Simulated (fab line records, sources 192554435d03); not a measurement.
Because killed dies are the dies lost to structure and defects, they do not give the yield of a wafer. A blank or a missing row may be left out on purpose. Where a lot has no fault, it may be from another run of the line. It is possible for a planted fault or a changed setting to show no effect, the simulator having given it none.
Chamber matching -- flow n5Finfet -- N5_BEOL_M7_PECVD_70 on pecvd-04 has 3 sister chambers
The step deposits SiO2 from TEOS/O2, target thk 20 nm, time 22.7 s. 3 wafers are shown with their chamber, then 7 later ones without.

## WAFERS WITH THEIR CHAMBER
wafer,chamber,throttleValvePct (%)
L086.1,0,24.1
L096.1,1,24.6
L096.3,2,21.1

## WAFERS MISSING THEIR CHAMBER
wafer,throttleValvePct (%)
L096.5,24.8
L094.2,24.4
L094.3,24.1
L094.5,21.2
L097.1,24.5
L097.4,24.1
L097.5,21.5

## THE CHAMBER EACH PASSED THROUGH
wafer,from the rows above,in truth
L096.5,1,1
L094.2,can't be placed: 1 or 0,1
L094.3,0,0
L094.5,2,2
L097.1,can't be placed: 1 or 0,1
L097.4,0,0
L097.5,2,2
5 of 7 placed correctly. Unplaceable from these rows: 2, with the true chamber sitting among the candidates in 2. 0 placed wrongly.
How it was worked out, from the rows above alone: a wafer's distance from a chamber is the root of the sum, over the readings, of the square of ((its reading less the chamber's mean) divided by the reading's scatter). The wafer belongs to the nearest chamber; if the next one is less than 2 further off, it can't be placed. For every chamber, the mean is computed from those of its wafers that are shown. The scatter: root of mean squared gap, hidden wafer to nearest shown wafer, with one shown wafer a chamber.
